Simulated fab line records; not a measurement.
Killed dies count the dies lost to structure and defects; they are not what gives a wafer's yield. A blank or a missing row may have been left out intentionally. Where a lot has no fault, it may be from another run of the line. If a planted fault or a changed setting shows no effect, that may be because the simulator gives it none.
Lot-split experiment / flow n5 finfet / 21 wafers read across 7 lots, on a route 1938 steps long

## ABOUT THE SPLIT
At N5_BEOL_M11_DEP_56 (deposits SiCN from 3MS/NH3, target thk 30 nm, time 10.5 s), the setting time s was moved away from the recipe's 10.5 s on 4 of the 21 wafers read, by +10.1% to +12.6%. For the rest of the wafers, this setting stayed at what the recipe calls for.

The split's own step is where the reading is taken.

## THE READING
SiCN_of_BEOL_M11_DEP_56.thk nm (the simulator's own value, which no gauge read), in nm, at N5_BEOL_M11_DEP_56 (deposits SiCN from 3MS/NH3, target thk 30 nm, time 10.5 s). The file gives no usual value for it. Across the 17 wafers here that went through the recipe, the average is 30.0 nm and the standard deviation 0.44 nm.

wafer=L082.2; tool, chamber at the split=pecvd-03, 2; time s as run, s=10.5; against the recipe=recipe; SiCN_of_BEOL_M11_DEP_56.thk nm, nm=29.4; against lot-mates on the recipe=-
wafer=L082.4; tool, chamber at the split=pecvd-03, 1; time s as run, s=10.5; against the recipe=recipe; SiCN_of_BEOL_M11_DEP_56.thk nm, nm=29.2; against lot-mates on the recipe=-
wafer=L082.6; tool, chamber at the split=pecvd-03, 0; time s as run, s=10.5; against the recipe=recipe; SiCN_of_BEOL_M11_DEP_56.thk nm, nm=29.8; against lot-mates on the recipe=-
wafer=L080.1; tool, chamber at the split=pecvd-03, 1,2; time s as run, s=10.5; against the recipe=recipe; SiCN_of_BEOL_M11_DEP_56.thk nm, nm=29.8; against lot-mates on the recipe=-
wafer=L080.3; tool, chamber at the split=pecvd-03, 1,2; time s as run, s=10.5; against the recipe=recipe; SiCN_of_BEOL_M11_DEP_56.thk nm, nm=29.8; against lot-mates on the recipe=-
wafer=L080.6; tool, chamber at the split=pecvd-03, 1; time s as run, s=10.5; against the recipe=recipe; SiCN_of_BEOL_M11_DEP_56.thk nm, nm=30; against lot-mates on the recipe=-
wafer=L083.2; tool, chamber at the split=pecvd-01, 2; time s as run, s=11.82; against the recipe=+12.6%; SiCN_of_BEOL_M11_DEP_56.thk nm, nm=34.2; against lot-mates on the recipe=+4.0
wafer=L083.3; tool, chamber at the split=pecvd-01, 0; time s as run, s=10.5; against the recipe=recipe; SiCN_of_BEOL_M11_DEP_56.thk nm, nm=30.2; against lot-mates on the recipe=-
wafer=L083.5; tool, chamber at the split=pecvd-01, 0; time s as run, s=11.82; against the recipe=+12.6%; SiCN_of_BEOL_M11_DEP_56.thk nm, nm=33.6; against lot-mates on the recipe=+3.4
wafer=L084.3; tool, chamber at the split=pecvd-01, 1; time s as run, s=10.5; against the recipe=recipe; SiCN_of_BEOL_M11_DEP_56.thk nm, nm=30.2; against lot-mates on the recipe=-
wafer=L084.4; tool, chamber at the split=pecvd-01, 2; time s as run, s=10.5; against the recipe=recipe; SiCN_of_BEOL_M11_DEP_56.thk nm, nm=31; against lot-mates on the recipe=-
wafer=L084.5; tool, chamber at the split=pecvd-01, 0; time s as run, s=10.5; against the recipe=recipe; SiCN_of_BEOL_M11_DEP_56.thk nm, nm=30.6; against lot-mates on the recipe=-
wafer=L088.1; tool, chamber at the split=pecvd-03, 2; time s as run, s=10.5; against the recipe=recipe; SiCN_of_BEOL_M11_DEP_56.thk nm, nm=29.4; against lot-mates on the recipe=-
wafer=L088.3; tool, chamber at the split=pecvd-03, 0; time s as run, s=10.5; against the recipe=recipe; SiCN_of_BEOL_M11_DEP_56.thk nm, nm=29.8; against lot-mates on the recipe=-
wafer=L088.5; tool, chamber at the split=pecvd-03, 2; time s as run, s=10.5; against the recipe=recipe; SiCN_of_BEOL_M11_DEP_56.thk nm, nm=29.6; against lot-mates on the recipe=-
wafer=L097.1; tool, chamber at the split=pecvd-03, 0; time s as run, s=11.56; against the recipe=+10.1%; SiCN_of_BEOL_M11_DEP_56.thk nm, nm=33; against lot-mates on the recipe=+2.6
wafer=L097.4; tool, chamber at the split=pecvd-03, 1; time s as run, s=11.56; against the recipe=+10.1%; SiCN_of_BEOL_M11_DEP_56.thk nm, nm=33.2; against lot-mates on the recipe=+2.8
wafer=L097.6; tool, chamber at the split=pecvd-03, 2; time s as run, s=10.5; against the recipe=recipe; SiCN_of_BEOL_M11_DEP_56.thk nm, nm=30.4; against lot-mates on the recipe=-
wafer=L096.1; tool, chamber at the split=pecvd-04, 2,1; time s as run, s=10.5; against the recipe=recipe; SiCN_of_BEOL_M11_DEP_56.thk nm, nm=30; against lot-mates on the recipe=-
wafer=L096.2; tool, chamber at the split=pecvd-04, 2,1; time s as run, s=10.5; against the recipe=recipe; SiCN_of_BEOL_M11_DEP_56.thk nm, nm=30; against lot-mates on the recipe=-
wafer=L096.5; tool, chamber at the split=pecvd-04, 1; time s as run, s=10.5; against the recipe=recipe; SiCN_of_BEOL_M11_DEP_56.thk nm, nm=30.2; against lot-mates on the recipe=-
When a row names more than one chamber, that row covers several wafers, and the file does not tell which wafer ran in which chamber.

THE FIT
A straight line over all 21 wafers: SiCN_of_BEOL_M11_DEP_56.thk nm changes by +0.312 nm for each +1% of time s; r = +0.96; the points scatter about the line by 0.43 nm.
The same after taking each lot's own level away (the mean of its wafers on the recipe; 21 wafers): +0.284 nm for each +1%; r = +0.99; scatter 0.22 nm.
That fit puts the effect of the largest move of time s on the reading at 3.6 nm.
From 29.47 to 30.60 nm: that is the span of the lots' own levels, equal to 2.6 times the standard deviation above.
So the lot-to-lot level changes the slope little: the two slopes agree.
Check: for one of the wafers moved furthest among these (+12.6%), held out of the fit, the line's prediction against its lot-mates is +3.38 nm. Against them it came out at +4 nm.

## THESE WAFERS: OTHER SPLITS
Note: prior to the reading, these wafers also went through further splits. Each is held against what the fit with the lots' levels taken away leaves over:
other split on the same wafers=N5_BEOL_M9_COAT_75 time s; wafers away from the commonest value=6; r with SiCN_of_BEOL_M11_DEP_56.thk nm (lot level and that fit taken away)=+0.32
other split on the same wafers=N5_BEOL_M10_TRENCH_ETCH_37 bias w; wafers away from the commonest value=7; r with SiCN_of_BEOL_M11_DEP_56.thk nm (lot level and that fit taken away)=+0.22

## FILE'S OWN FIT
SiCN_of_BEOL_M11_DEP_56.thk nm changes by +0.284 nm for each +1% of time s, r = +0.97.
